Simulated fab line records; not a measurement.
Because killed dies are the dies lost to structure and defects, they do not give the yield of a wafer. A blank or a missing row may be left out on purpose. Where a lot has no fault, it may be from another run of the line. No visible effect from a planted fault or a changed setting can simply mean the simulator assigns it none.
A struck lot beside a sound one ; flow n5Finfet ; 26 out of 1938 route steps
Sound: these wafers, L660.3, L660.4, L660.5. Wafers struck: L671.2, L671.3, L671.4. The cause is named last.
Order at every step that has rows: each side's tool, ch and its chambers, its first start. Under that, the readings that differ: sound wafers ; struck wafers ; difference of the means ; sigmas: that difference in standard deviations of wafers without a fault.
alike: words and numbers the same on both sides, and readings whose means are apart by under 2 such deviations; not compared: readings that were withheld, readings missing a value for some wafer, numbers with overlapping values and no deviation given by the record, and bounds like >300 which may hide the same value.
Wherever a step has rows on one side only, a row that says differs or no value, or a row with sigmas, the two part there. Non-overlapping numbers with no deviation appear without sigmas and do not part them. A reading that every wafer of one side lacks parts them only if that side has two wafers or more.

first, 1 step without rows for these wafers: N5_BEOL_M15_STRIP_63 (strips in O2).
N5_BEOL_M15_STRIP_64: strips in O2.
  sound: rieDiel-05 ch 1,3; struck: rieDiel-04 ch 0,2
  alike: drypumpMotorCurrentA, oesProductAu, rfVppV, showerheadPlenumPTorr, throttleValvePct
  not compared: rfHoursCounterH
then, 2 steps without rows for these wafers: N5_BEOL_M15_STRIP_65 (strips in post etch residue remover, time 60 s); N5_BEOL_M15_SRD_66 (time 30 s, dry time 30 s).
N5_BEOL_M15_CD_MEAS_17 targets a cd of 360 nm.
  struck on cdSem-03, day 15 17:26; sound on cdSem-02, day 12 15:04
  alike: cdNm
then, 1 step without rows for these wafers: N5_BEOL_M15_COAT_56 (time 60 s, resist thk 550 nm).
N5_BEOL_M15_ETCH_57: etches SOC in N2/H2, time 750 s.
  sound on rieDiel-04 ch 0,3, day 12 15:10; struck on rieDiel-05 ch 0,2,3, day 15 17:47
  alike: drypumpMotorCurrentA, n2FlowSccm, oesProductAu, rfVppV, showerheadPlenumPTorr, throttleValvePct
  not compared: rfHoursCounterH
then, 5 steps without rows for these wafers: N5_BEOL_M15_COAT_60 (time 60 s, resist thk 89 nm); N5_BEOL_M15_COAT_22 (resist thk 800 nm); N5_BEOL_M15_EBR_24; N5_BEOL_M15_SOFTBAKE_23 (time 60 s); N5_BEOL_M15_EXPOSE_25 (exposes mask M15, target cd 400 nm).
N5_BEOL_M15_PEB_26: peb time 90 s.
  sound on lithoTrack-02 ch 0, day 12 15:56; struck on lithoTrack-02 ch 0, day 15 18:27
reading;sound;struck;difference;sigmas
heaterPowerTotalW (W);172.9 173.7 172.0;163.6 164.3 163.6;-9.0;-12
plateTempC (C);129.96 130.05 130.08;125.19 125.21 125.31;-4.79;-37
  alike: exhaustPa
then, 2 steps without rows for these wafers: N5_BEOL_M15_DEVELOP_27 (develop time 45 s); N5_BEOL_M15_HARDBAKE_32 (time 120 s).
N5_BEOL_M15_CD_MEAS_28 targets a cd of 407.6 nm.
  sound on cdSem-01 ch 0, day 12 16:04; struck on cdSem-02 ch 0, day 15 18:34
reading;sound;struck;difference;sigmas
cdNm (nm);406.6 405.7 405.7;381.5 381.3 381.4;-24.6;-16
N5_BEOL_M15_OVL_MEAS_29:
  sound on overlay-01 ch 0, day 12 16:05; struck on overlay-02 ch 0, day 15 18:35
  alike: M15_OVL
N5_BEOL_M15_INSPECT_30: inspects for defects (macro).
  struck on defectInspect-01, day 15 18:37; sound on defectInspect-02, day 12 16:07
  alike: rawDefectCount
N5_BEOL_M15_DESCUM_33: chemistry O2, time 7.9 s.
  sound on rieDiel-05 ch 2,3, day 12 16:08; struck on rieDiel-02 ch 0,1,3, day 15 18:44
reading;sound;struck;difference;sigmas
model.BEOL_M15.cdNm (nm);406.2 406 405.8;381.8 381.6 381.4;-24.4;
  alike: drypumpMotorCurrentA, oesProductAu, rfVppV, showerheadPlenumPTorr, throttleValvePct
  not compared: rfHoursCounterH
then, 1 step without rows for these wafers: N5_BEOL_M15_ETCH_61 (etches BARC in N2/H2, target depth 89 nm, overetch 26.7 nm, time 67.9 s).
N5_BEOL_M15_TRENCH_ETCH_34: etches SiO2 in C4F8/O2/Ar, target depth 872.93 nm, time 199 s.
  sound on rieDiel-05 ch 2,3, day 12 16:14; struck on rieDiel-02 ch 0,1,3, day 15 18:50
  alike: O2_flow_sccm, drypumpMotorCurrentA, oes_f_703_au, oesProductAu, rfVppV, showerheadPlenumPTorr, throttleValvePct
  not compared: rfHoursCounterH
N5_BEOL_M15_STRIP_36: strips in O2.
  sound on rieDiel-05 ch 1,3, day 12 17:19; struck on rieDiel-05 ch 1,2,3, day 15 19:16
  alike: drypumpMotorCurrentA, oesProductAu, rfVppV, showerheadPlenumPTorr, throttleValvePct
  not compared: rfHoursCounterH
then, 1 step without rows for these wafers: N5_BEOL_M15_STRIP_62 (strips in O2).
N5_BEOL_M15_STRIP_37: strips in O2.
  sound: rieDiel-05 ch 1,3; struck: rieDiel-05 ch 1,2,3
  alike: drypumpMotorCurrentA, oesProductAu, rfVppV, showerheadPlenumPTorr, throttleValvePct
  not compared: rfHoursCounterH
N5_BEOL_M15_ETCH_38: etches SiCN in CF4/N2, target depth 106.4 nm, time 120.5 s.
  sound: rieDiel-05 ch 1,3; struck: rieDiel-05 ch 1,2,3
reading;sound;struck;difference;sigmas
model.BEOL_M15.cdNm (nm);397.4 396.8 397.4;375 373.4 373;-23;
  alike: drypumpMotorCurrentA, n2FlowSccm, oesProductAu, rfVppV, showerheadPlenumPTorr, throttleValvePct
  not compared: rfHoursCounterH
then, 1 step without rows for these wafers: N5_BEOL_M15_PRECLEAN_39 (cleans in residue remover, time 60 s).

## WHERE THEY PART
First at N5_BEOL_M15_PEB_26; last, within this record, at N5_BEOL_M15_CD_MEAS_28. Later steps at which nothing parts them and some readings are alike: N5_BEOL_M15_OVL_MEAS_29, N5_BEOL_M15_INSPECT_30, N5_BEOL_M15_DESCUM_33, N5_BEOL_M15_TRENCH_ETCH_34, N5_BEOL_M15_STRIP_36, N5_BEOL_M15_STRIP_37, N5_BEOL_M15_ETCH_38.

WHY: the cause the simulator had injected
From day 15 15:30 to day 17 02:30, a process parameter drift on lithoTrack-02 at N5_BEOL_M15_PEB_26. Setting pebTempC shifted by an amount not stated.
